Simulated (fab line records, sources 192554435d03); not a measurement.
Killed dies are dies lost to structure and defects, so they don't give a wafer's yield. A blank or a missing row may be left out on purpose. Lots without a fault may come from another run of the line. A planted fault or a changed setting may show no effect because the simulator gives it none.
Which tool did it? | flow n5_finfet | 11 lots, 33 wafers sampled, at 4 steps of a route of 1938

WHAT THE GAUGES READ, wafer by wafer
N5_MIM_BOT_LITHO_OVL_MEAS_11.
lot  | measured     | on         | MIM_BOT_OVL (nm)
L688 | day 11 15:43 | overlay-01 | -1 -3 3
L690 | day 12 14:58 | overlay-02 | -6 -11 2
L691 | day 12 19:36 | overlay-01 | -11 -7 -13
L692 | day 13 03:16 | overlay-01 | 4 7 -4
L693 | day 13 06:22 | overlay-01 | -1 -2 2
L694 | day 13 22:10 | overlay-02 | -5 -11 -7
L695 | day 13 15:43 | overlay-02 | -6 -6 -11
L696 | day 14 02:10 | overlay-01 | -11 -8 -12
L701 | day 15 05:24 | overlay-01 | 0 0 -6
L706 | day 16 22:13 | overlay-02 | -6 -7 -8
L711 | day 18 22:43 | overlay-01 | -11 -19 -12

WHICH TOOL RAN EACH LOT (tool, then ch and the chambers of the sampled wafers, then the start)
lot  | N5_HKMG_FIN_ETCH_32               | N5_MIM_TOP_DEGAS_04          | N5_MIM_TOP_ETCH_PECVD_03
L688 | rie_diel-03 ch 0,1,2, day 4 03:06 | pvd_sputter-02, day 11 14:13 | pecvd-03 ch 0,1,2, day 11 15:13
L690 | rie_diel-05 ch 1,2,3, day 4 15:49 | pvd_sputter-02, day 12 13:38 | pecvd-04 ch 0,1,2, day 12 14:34
L691 | rie_diel-04 ch 1,3, day 4 22:15   | pvd_sputter-02, day 12 18:17 | pecvd-03 ch 1,2, day 12 19:05
L692 | rie_diel-05 ch 1,3, day 5 04:31   | pvd_sputter-01, day 13 01:57 | pecvd-01 ch 0,2, day 13 02:53
L693 | rie_diel-03 ch 0,1,2, day 5 10:19 | pvd_sputter-01, day 13 05:08 | pecvd-01 ch 0,2, day 13 05:58
L694 | rie_diel-05 ch 0,1, day 5 16:37   | pvd_sputter-01, day 13 20:43 | pecvd-04 ch 1,2, day 13 21:39
L695 | rie_diel-05 ch 0,1, day 5 21:16   | pvd_sputter-03, day 13 14:31 | pecvd-04 ch 0,1, day 13 15:19
L696 | rie_diel-03 ch 1,2,3, day 6 03:15 | pvd_sputter-03, day 14 00:47 | pecvd-01 ch 0,1,2, day 14 01:47
L701 | rie_diel-05 ch 0,1, day 7 11:44   | pvd_sputter-02, day 15 04:01 | pecvd-04 ch 0,1,2, day 15 04:53
L706 | rie_diel-03 ch 1,2,3, day 8 15:59 | pvd_sputter-03, day 16 21:01 | pecvd-03 ch 0,2, day 16 21:50
L711 | rie_diel-04 ch 1,2,3, day 9 20:45 | pvd_sputter-01, day 18 21:26 | pecvd-04 ch 1,2, day 18 22:20
- N5_HKMG_FIN_ETCH_32: etches SOC in N2/H2, target depth 240 nm, time 300 s.
- N5_MIM_TOP_DEGAS_04: time 60 s.
- N5_MIM_TOP_ETCH_PECVD_03: deposits SiNx from SiH4/NH3/N2, target thk 20 nm, time 17.6 s.

THE ANSWER, worked out from the rows above alone
Rule: what is usual is taken from the lots themselves. Put in order of their means at a reading, lots are off if they are a third of the lots or fewer, leave a main group of 4 or more, and stand apart from it by a gap of 3 or more times the standard deviation of the main group's means; of several such gaps the widest counts. A main group whose means are all the same, to the digits that the tables above print for the reading, isn't used. A lot without any number at a reading at which 4 lots or more have one is off too. The other lots that the step has rows for count as sound.
No lot is off at any reading shown: from this, nothing can be told.

WHAT THE SIMULATOR HAD PUT IN
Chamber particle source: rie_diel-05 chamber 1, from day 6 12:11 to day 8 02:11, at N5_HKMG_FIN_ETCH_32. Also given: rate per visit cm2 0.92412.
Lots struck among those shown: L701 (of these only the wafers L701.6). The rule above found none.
